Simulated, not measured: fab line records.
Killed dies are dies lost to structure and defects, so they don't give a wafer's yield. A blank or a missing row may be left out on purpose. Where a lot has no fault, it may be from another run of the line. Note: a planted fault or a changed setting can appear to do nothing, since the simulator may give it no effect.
fab line records	flow nand_harc
record lots=12	wafers=36	last_day=33
route steps=1302 shown P_GATE@155 END@1302
lots that met no fault: from a run of the same line without faults
start_h: start of the lot's first displayed wafer, in hours after the record's first day	wait_h: hours since the lot's step before	" unchanged from the row above	L1.1+2: several wafers, shown together as one row	- value missing, or start not given	* or withheld: withheld	< > ~ a bound
route shown NAME@n: names a module that has steps shown in the file, with the first one's number in the route	usual: mean/standard deviation of fault-free wafers	same: alike in all rows	chamber/n: place in a boat	sites: the reading at each site	_std_site: standard deviation of those values	_edge_site: mean of outer sites minus mean of inner sites	radius_mm: how far each site lies from the wafer's centre	mask NAME#n: copy n	behind: the most recent tool/chamber to have shaped the wafer	hold: why the lot was held/for how many hours/how that ended	device: names the non-switching transistor (n, p or np)	end of line: tests run on the same wafers once the route is complete	a step without rows: its recipe alone	killed: dies lost to structure and defects at the first sort, not the wafer's yield	map: a wafer's dies, x killed, . not, _ none there
set.NAME: the setting as run; set.NAME@STEP: as run at that earlier step	model.NAME: the simulator's own value behind a step, which no gauge read
a sample of lots followed through the steps of the route, with each step as a table and each wafer as a row
services: from which hour (start_h, from the record's first day; less than 0 if before it) a tool's chamber was out of use, for how many hours, and why
## steps
# step NHARC_P_GATE_ALD_36
# recipe target_thk_a=200	pulse_time_s=60	ald_cycles=223	temp_c=400	material=SiNx
# usual heater_power_w=807/70	precursor_pulse_height_rel=0.998/0.022
lot.wafer	tool	chamber	start_h	wait_h	heater_power_w	precursor_pulse_height_rel
L477.3	ald_sin-03	1	102.29	-	818	0.979
L477.2	"	3	104.39	-	942	1.001
L477.5	"	0	105.44	-	673	0.990
L480.2	ald_sin-03	1	135.59	-	806	1.014
L480.4	"	1	139.78	-	793	0.991
L480.6	"	2	141.18	-	778	0.981
L483.4	ald_sin-03	1	157.25	-	803	1.030
L483.3	"	2	158.30	-	740	1.009
L483.6	"	3	159.35	-	990	1.002
L484.4	ald_sin-02	1	170.81	-	775	0.979
L484.2	"	0	173.97	-	846	0.989
L484.6	"	1	175.03	-	780	0.990
L487.4	ald_sin-03	1	194.73	-	768	1.025
L487.3	"	2	195.80	-	760	0.967
L487.6	"	1	199.00	-	784	0.938
L488.2	ald_sin-01	3	206.88	-	816	1.018
L488.3	"	0	207.91	-	786	0.980
L488.5	"	3	211.02	-	846	1.031
L490.3	ald_sin-01	3	244.95	-	869	0.996
L490.4	"	1	247.04	-	814	1.040
L490.6	"	3	249.14	-	850	1.003
L493.4	ald_sin-01	3	258.04	-	863	0.965
L493.5	"	3	262.28	-	854	1.006
L493.6	"	0	263.34	-	758	0.959
L494.4	ald_sin-03	0	270.23	-	695	0.985
L494.3	"	1	271.29	-	796	1.033
L494.5	"	1	275.56	-	806	0.988
L496.1	ald_sin-01	1	287.04	-	811	1.058
L496.5	"	0	290.20	-	775	0.970
L496.6	"	1	291.25	-	823	1.013
L497.1	ald_sin-03	0	291.27	-	681	0.958
L497.3	"	3	294.40	-	978	0.991
L497.6	"	0	295.44	-	702	0.979
L499.2	ald_sin-02	0	317.50	-	868	0.976
L499.4	"	1	318.54	-	766	1.004
L499.5	"	0	321.69	-	859	0.981
# step NHARC_P_GATE_DESCUM_48
# recipe time_s=3	o2_flow_sccm=200	ar_flow_sccm=0	bias_power_w=0	chemistry=O2
# usual drypump_motor_current_A=5.8/0.49	oes_product_au=1.000/0.0096	rf_vpp_V=57.6/0.91	showerhead_plenum_p_Torr=1.89/0.077	throttle_valve_pct=11.312/0.0096
# same bias_power_w=0
lot.wafer	tool	chamber	start_h	wait_h	drypump_motor_current_A	oes_product_au	rf_hours_counter_h	rf_vpp_V	showerhead_plenum_p_Torr	throttle_valve_pct
L477.2	rie_diel-02	0	111.88	-	5.4	0.999	6.7	57.7	1.86	11.303
L477.3	"	2	"	"	5.4	0.990	3.9	56.5	1.78	11.320
L477.5	"	1	"	"	6.2	1.001	-	57.1	1.85	11.315
L480.4	rie_diel-02	2	147.00	-	5.4	0.988	6.5	57.2	1.78	11.315
L480.2	"	0	"	"	5.4	1.012	8.9	56.8	1.86	11.317
L480.6	"	1	"	"	6.3	1.008	-	58.0	1.85	11.312
L483.4	rie_diel-02	2	165.83	-	5.4	0.987	7.1	58.3	1.78	11.318
L483.3	"	0	"	"	5.4	0.998	9.7	57.6	1.86	11.327
L483.6	"	2	"	"	5.4	0.994	-	58.0	1.78	11.308
L484.2	rie_diel-09	3	181.53	-	6.3	1.012	1.8	57.7	1.79	11.309
L484.4	"	1	"	"	6.3	0.993	2.0	60.3	2.02	11.322
L484.6	"	2	"	"	6.1	1.000	-	57.3	1.79	11.316
L487.3	rie_diel-02	1	205.51	-	6.3	0.983	10.5	57.0	1.85	11.325
L487.4	"	2	"	"	5.4	0.989	8.2	57.2	1.78	11.319
L487.6	"	0	"	"	5.4	0.988	-	57.5	1.86	11.303
L488.2	rie_diel-01	3	217.45	-	5.8	0.988	0.0	58.5	1.93	11.309
L488.3	"	2	"	"	4.9	1.012	0.0	55.8	1.90	11.312
L488.5	"	0	"	"	6.4	0.991	-	58.2	1.96	11.307
L490.3	rie_diel-02	2	255.47	-	5.4	1.000	1.6	57.4	1.78	11.315
L490.4	"	3	"	"	5.3	1.013	1.6	57.8	2.01	11.302
L490.6	"	1	"	"	6.3	0.996	-	56.5	1.85	11.315
L493.4	rie_diel-09	2	268.79	-	6.1	1.009	6.2	57.0	1.79	11.325
L493.6	"	3	"	"	6.3	1.020	-	56.5	1.78	11.300
L493.5	"	0	"	"	5.5	1.004	-	57.4	1.89	11.327
L494.3	rie_diel-02	0	280.88	-	5.4	1.010	2.2	57.2	1.86	11.320
L494.4	"	1	"	"	6.3	0.998	2.2	58.1	1.85	11.310
L494.5	"	2	"	"	5.4	0.997	-	57.6	1.78	11.321
L496.1	rie_diel-02	2	296.70	-	5.4	1.001	2.8	56.1	1.78	11.315
L496.6	"	3	"	"	5.3	1.004	-	56.1	2.01	11.338
L496.5	"	0	"	"	5.4	1.013	-	57.3	1.86	11.311
L497.3	rie_diel-01	0	301.90	-	6.4	0.983	7.3	58.5	1.95	11.310
L497.1	"	2	"	"	4.9	1.003	6.5	57.2	1.89	11.310
L497.6	"	3	"	"	5.8	0.987	-	57.1	1.93	11.316
L499.2	rie_diel-02	2	328.13	-	5.4	1.000	4.6	57.7	1.78	11.321
L499.4	"	1	"	"	6.3	1.006	4.4	57.7	1.85	11.304
L499.5	"	3	"	"	5.3	1.014	-	60.0	2.01	11.310
# step NHARC_P_GATE_CD_MEAS_59
# recipe target_cd_nm=720	landing_energy_ev=500
# usual cd_nm=718.5/1.9
lot.wafer	tool	chamber	start_h	wait_h	cd_nm
L477.2	cd_sem-03	0	113.47	-	716.6
L477.3	"	0	"	"	717.7
L477.5	"	0	"	"	720.7
L480.2	cd_sem-03	0	148.64	-	719.4
L480.4	"	0	"	"	720.8
L480.6	"	0	"	"	720.9
L483.3	cd_sem-01	0	167.30	-	719.5
L483.4	"	0	"	"	719.6
L483.6	"	0	"	"	718.9
L484.2	cd_sem-03	0	183.12	-	716.7
L484.4	"	0	"	"	718.7
L484.6	"	0	"	"	718.1
L487.3	cd_sem-01	0	207.09	-	717.3
L487.4	"	0	"	"	718.2
L487.6	"	0	"	"	722.1
L488.2	cd_sem-02	0	219.06	-	719.3
L488.3	"	0	"	"	715.1
L488.5	"	0	"	"	717.0
L490.3	cd_sem-03	0	257.06	-	719.2
L490.4	"	0	"	"	719.3
L490.6	"	0	"	"	719.6
L493.4	cd_sem-03	0	270.39	-	717.0
L493.5	"	0	"	"	716.5
L493.6	"	0	"	"	716.0
L494.3	cd_sem-01	0	282.45	-	719.0
L494.4	"	0	"	"	718.5
L494.5	"	0	"	"	720.0
L496.1	cd_sem-01	0	298.25	-	721.6
L496.5	"	0	"	"	721.1
L496.6	"	0	"	"	720.4
L497.1	cd_sem-02	0	303.50	-	719.6
L497.3	"	0	"	"	716.4
L497.6	"	0	"	"	718.9
L499.2	cd_sem-01	0	329.72	-	720.8
L499.4	"	0	"	"	721.7
L499.5	"	0	"	"	720.4
# step NHARC_P_GATE_EXPOSE_88
# recipe na=0.6	target_cd_nm=2000	dose_mj=11.87	mask_id=P_HVN
lot.wafer	tool	chamber	start_h	wait_h	mask
L477.2+3+5	krf_scanner-02	0	114.91	-	P_HVN#0
L480.2+4+6	krf_scanner-02	0	150.19	-	P_HVN#0
L483.3+4+6	krf_scanner-01	0	168.83	-	P_HVN#0
L484.2+4+6	krf_scanner-02	0	184.67	-	P_HVN#0
L487.3+4+6	krf_scanner-01	0	208.64	-	P_HVN#0
L488.2+3+5	krf_scanner-02	0	220.54	-	P_HVN#0
L490.3+4+6	krf_scanner-02	0	258.49	-	P_HVN#0
L493.4+5+6	krf_scanner-01	0	271.95	-	P_HVN#0
L494.3+4+5	krf_scanner-02	0	284.01	-	P_HVN#0
L496.1+5+6	krf_scanner-01	0	299.81	-	P_PSD#0
L497.1+3+6	krf_scanner-04	0	305.06	-	P_HVN#0
L499.2+4+5	krf_scanner-04	0	331.30	-	P_HVN#0
# step NHARC_P_GATE_CD_MEAS_91
# recipe target_cd_nm=2000	landing_energy_ev=500
# usual cd_nm=1999.3/1.6
lot.wafer	tool	chamber	start_h	wait_h	cd_nm
L477.2	cd_sem-03	0	115.06	-	1997.9
L477.3	"	0	"	"	1997.6
L477.5	"	0	"	"	1997.9
L480.2	cd_sem-02	0	150.34	-	1997.1
L480.4	"	0	"	"	1996.9
L480.6	"	0	"	"	2000.0
L483.3	cd_sem-03	0	168.98	-	2001.8
L483.4	"	0	"	"	1999.8
L483.6	"	0	"	"	2000.3
L484.2	cd_sem-03	0	184.82	-	1996.0
L484.4	"	0	"	"	2001.7
L484.6	"	0	"	"	1999.6
L487.3	cd_sem-02	0	208.79	-	2002.6
L487.4	"	0	"	"	1998.7
L487.6	"	0	"	"	1999.5
L488.2	cd_sem-02	0	220.70	-	1996.3
L488.3	"	0	"	"	1998.2
L488.5	"	0	"	"	1997.6
L490.3	cd_sem-03	0	258.64	-	2002.5
L490.4	"	0	"	"	2000.3
L490.6	"	0	"	"	1999.9
L493.4	cd_sem-01	0	272.10	-	2000.0
L493.5	"	0	"	"	2000.2
L493.6	"	0	"	"	1998.7
L494.3	cd_sem-03	0	284.17	-	1997.7
L494.4	"	0	"	"	1999.6
L494.5	"	0	"	"	1998.5
L496.1	cd_sem-03	0	299.97	-	-
L496.5	"	0	"	"	-
L496.6	"	0	"	"	-
L497.1	cd_sem-03	0	305.22	-	1998.4
L497.3	"	0	"	"	1997.7
L497.6	"	0	"	"	1998.8
L499.2	cd_sem-01	0	331.45	-	2001.3
L499.4	"	0	"	"	2000.7
L499.5	"	0	"	"	1999.5
# step NHARC_END_SORT_01
# recipe temp_c=25
# usual defect_limited_yield=91.5/2.9	killed_at_array=53/20	killed_at_other=1/1.2	killed_at_periphery=3.7/2.6	killed_dies=58/20	killed_open=3.5/1.8	killed_short=2.4/1.7	sort_bin_2_pct=3.1/1.3	sort_bin_3_pct=0.6/0.4	sort_bin_4_pct=4.9/1.7	sort_n_pass=619/20	sort_rim_yield_pct=92/4	sort_yield_pct=91.5/2.9
# same gross_dies=677	sort_bin_5_pct[%]=0	sort_bin_6_pct[%]=0	sort_bin_7_pct[%]=0	sort_bin_8_pct[%]=0	sort_rim_n_gross=106.00
lot.wafer	tool	chamber	start_h	wait_h	defect_limited_yield[%]	killed_at_array	killed_at_other	killed_at_periphery	killed_dies	killed_open	killed_short	sort_bin_2_pct[%]	sort_bin_3_pct[%]	sort_bin_4_pct[%]	sort_n_pass	sort_rim_yield_pct[%]	sort_yield_pct[%]
L494.3	prober-01	0	725.73	3.1	91.0	61	0	0	61	1	3	2.7	0.7	5.6	616	90	91.0
L494.4	prober-01	0	726.53	3.4	88.8	75	0	1	76	1	1	3.2	1.0	6.9	601	93	88.8
L494.5	prober-01	0	727.34	3.7	88.8	72	1	3	76	7	2	5.2	0.6	5.5	601	94	88.8
# killed by level:class
L494.3 A_CHANNEL_HOLE_D1:chamber_film_flake=34 A_SLIT:chamber_film_flake=17 A_CONTACT:chamber_film_flake=4 A_SOURCE_PLATE:geometric_particle:short=1 A_ONON_D2:geometric_particle:open=1 A_SGD_CUT:geometric_particle:short=1 A_WL_FILL:geometric_particle:short=1 A_DECK1_JOINT:chamber_film_flake=1
L494.4 A_SLIT:chamber_film_flake=36 A_CHANNEL_HOLE_D1:chamber_film_flake=32 A_CONTACT:chamber_film_flake=4 A_CHANNEL_FILL_D1:geometric_particle:open=1 A_CHANNEL_FILL_D2:geometric_particle:short=1 P_GATE:chamber_film_flake=1 A_ZERO_WELL:chamber_film_flake=1
L494.5 A_SLIT:chamber_film_flake=31 A_CHANNEL_HOLE_D1:chamber_film_flake=27 A_WL_FILL:chamber_film_flake=3 A_CHANNEL_FILL_D1:geometric_particle:open=2 A_DECK1_JOINT:chamber_film_flake=2 P_CONTACT:geometric_particle:short=1 P_CONTACT:geometric_particle:open=1 A_DECK1_JOINT:geometric_particle:open=1
## services
tool	chamber	start_h	hours	kind
ald_sin-02	0	78.74	3.0	repair
krf_scanner-04	-	80.15	4.2	repair
ald_sin-02	2	86.58	9.9	repair
rie_diel-01	3	91.89	1.6	repair
krf_scanner-02	-	94.00	4.0	pm
krf_scanner-01	-	104.53	4.0	repair
krf_scanner-02	-	112.61	0.4	repair
rie_diel-09	0	118.59	10.0	repair
ald_sin-02	-	121.40	10.0	pm
ald_sin-03	3	125.54	9.2	repair
rie_diel-09	0	129.41	5.3	repair
krf_scanner-01	-	140.00	4.0	pm
rie_diel-09	-	143.10	9.0	pm
ald_sin-01	3	146.31	19.7	repair
ald_sin-01	1	159.02	3.5	repair
ald_sin-03	-	170.00	10.0	pm
krf_scanner-04	-	182.00	4.0	pm
rie_diel-02	-	216.70	9.0	pm
ald_sin-01	-	216.90	10.0	pm
ald_sin-03	0	232.57	8.5	repair
krf_scanner-02	-	266.00	4.0	pm
krf_scanner-02	-	290.43	1.2	repair
krf_scanner-01	-	312.00	4.0	pm
ald_sin-01	1	322.69	5.5	repair
## key
first_sign step=NHARC_P_GATE_EXPOSE_88	reading=mask	direction=changed
effect step=NHARC_P_GATE_CD_MEAS_91	reading=cd_nm	direction=missing
met_at NHARC_P_GATE_EXPOSE_88
struck_lots L496
rows_end L496.1,L496.5,L496.6
not_acting_at NHARC_P_GATE_ALD_36,NHARC_P_GATE_DESCUM_48,NHARC_P_GATE_CD_MEAS_59
onset_between 271.95 299.81
fault kind=wrong_mask	tool=any	chamber=-	onset_h=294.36	steps=NHARC_P_GATE_EXPOSE_88	aux_copy=P_PSD#0	scope=struck_lots_only
# rows_end: these wafers met a further fault down the route, and their rows from its step on are left out
